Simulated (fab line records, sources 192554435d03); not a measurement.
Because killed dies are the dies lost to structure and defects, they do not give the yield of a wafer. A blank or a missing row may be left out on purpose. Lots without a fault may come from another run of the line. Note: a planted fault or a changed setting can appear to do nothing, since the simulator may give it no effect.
A struck lot beside a sound one -- flow n5_finfet -- 14 steps out of a route of 1938
Sound: these wafers, L250.1, L250.4, L250.5. The struck wafers were L258.1, L258.3, L258.6. At the end, the cause is stated.
Order at every step that has rows: each side's tool, ch and its chambers, its first start. Under that, the readings that differ: sound wafers -- struck wafers -- difference of the means -- sigmas: that difference in standard deviations of wafers without a fault.
alike: readings whose means differ by less than 2 such deviations, and words and numbers that are the same on both sides. not compared: withheld readings, readings that some wafer has no value for, bounds like >300 that may hide the same value, and numbers for which the record gives no deviation and whose values overlap.
A row with sigmas, a row that says differs or no value, or rows on one side alone: a step with any of these is where the two part. Numbers that don't overlap but have no deviation are shown without sigmas and don't part them. A reading missing from all wafers of one side parts the sides only when that side holds two or more wafers.

N5_SD_ACTIVATION_RS_MEAS_03: measures by four-point-probe.
  sound: film_metro-01 at day 3 14:31; struck: film_metro-01 at day 5 18:10
  alike: RS_SD_N, RS_SD_P
N5_SD_ACTIVATION_INSPECT_02: inspects for defects (darkfield).
  sound: defect_inspect-01 at day 3 14:50; struck: defect_inspect-02 at day 5 18:29
  alike: raw_defect_count
N5_ILD0_LINER_00: material SiNx, target thk 4 nm, pulse time 1 s, purge time 2 s.
  sound on ald_sin-02 ch 0,2, day 3 14:53; struck on ald_sin-01 ch 1,3, day 5 18:32
  alike: heater_power_w, precursor_pulse_height_rel
then, 2 steps without rows for these wafers: N5_ILD0_FCVD_FILL_01 (material SiO2 flowable, target thk 200 nm, time 328.3 s); N5_ILD0_CURE_02 (time 1800 s).
N5_ILD0_CMP_03: polishes, stops on SiNx, t overpolish 1.9 s, target thk 197.38 nm.
  sound on cmp-04 ch 0,2, day 3 17:18; struck on cmp-03 ch 1,3, day 5 20:53
  alike: motor_current_A, overpolish_run_s, time_to_endpoint_s
  not compared: pad_life_wafers
N5_ILD0_THK_MEAS_04:
  sound: film_metro-01 at day 3 17:33; struck: film_metro-02 at day 5 21:11
  alike: thk_nm
N5_ILD0_CMP_07: polishes SiO2 flowable, stops on poly-Si, t overpolish 1.18 s, target thk 138.88 nm.
  sound on cmp-03 ch 1,2, day 3 17:35; struck on cmp-04 ch 1,3, day 5 21:13
  alike: motor_current_A
  not compared: pad_life_wafers
N5_ILD0_THK_MEAS_08:
  sound: film_metro-01 at day 3 17:53; struck: film_metro-01 at day 5 21:31
  alike: thk_nm
then, 1 step without rows for these wafers: N5_ILD0_PRECLEAN_10 (cleans in NF3:NH3, afs cycles 5, time 20 s, sublimation time 60 s).
N5_ILD0_ALD_15: deposits SiNx, target thk 24 nm, pulse time 1 s, ald cycles 480.
  sound on ald_sin-03 ch 0,1,3, day 3 18:36; struck on ald_sin-03 ch 0,1,3, day 5 22:16
  alike: heater_power_w, precursor_pulse_height_rel
N5_ILD0_CMP_12: polishes SiNx, stops on poly-Si, t overpolish 6 s, target thk 17.67 nm.
  sound on cmp-03 ch 1,2,3, day 3 20:51; struck on cmp-04 ch 0,1,3, day 6 00:28
reading,sound,struck,difference,sigmas
time_to_endpoint_s (s),30.5 32.1 29.6,57.6 57.7 56.2,+26.4,+12
  alike: motor_current_A, overpolish_run_s
  not compared: pad_life_wafers
N5_ILD0_THK_MEAS_13:
  sound: film_metro-02 at day 3 21:06; struck: film_metro-01 at day 6 00:46
  alike: thk_nm
-- the record jumps here: 4 days lie between the struck wafers' starts before and after (it left off in module ILD0 and takes up again in module BEOL_M4, whose first step shown is number 1111 of the route) --
N5_BEOL_M4_RC_MEAS_101:
  sound on prober-01 ch 0, day 7 23:08; struck on prober-02 ch 0, day 9 23:55
reading,sound,struck,difference,sigmas
VT_P (mV),-248 -248 -249,-252 -255 -259,-7,-2
  alike: DIBL_N, DIBL_P, IOFF_N, IOFF_P, ION_N, ION_P, SS_N, SS_P, VT_N

WHERE THEY PART
Last at N5_BEOL_M4_RC_MEAS_101 as far as this record goes, first at N5_ILD0_CMP_12.

WHY: whatever the simulator had introduced
Drift in process parameters on cmp-04 at N5_ILD0_CMP_12, starting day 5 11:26. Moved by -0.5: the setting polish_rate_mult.
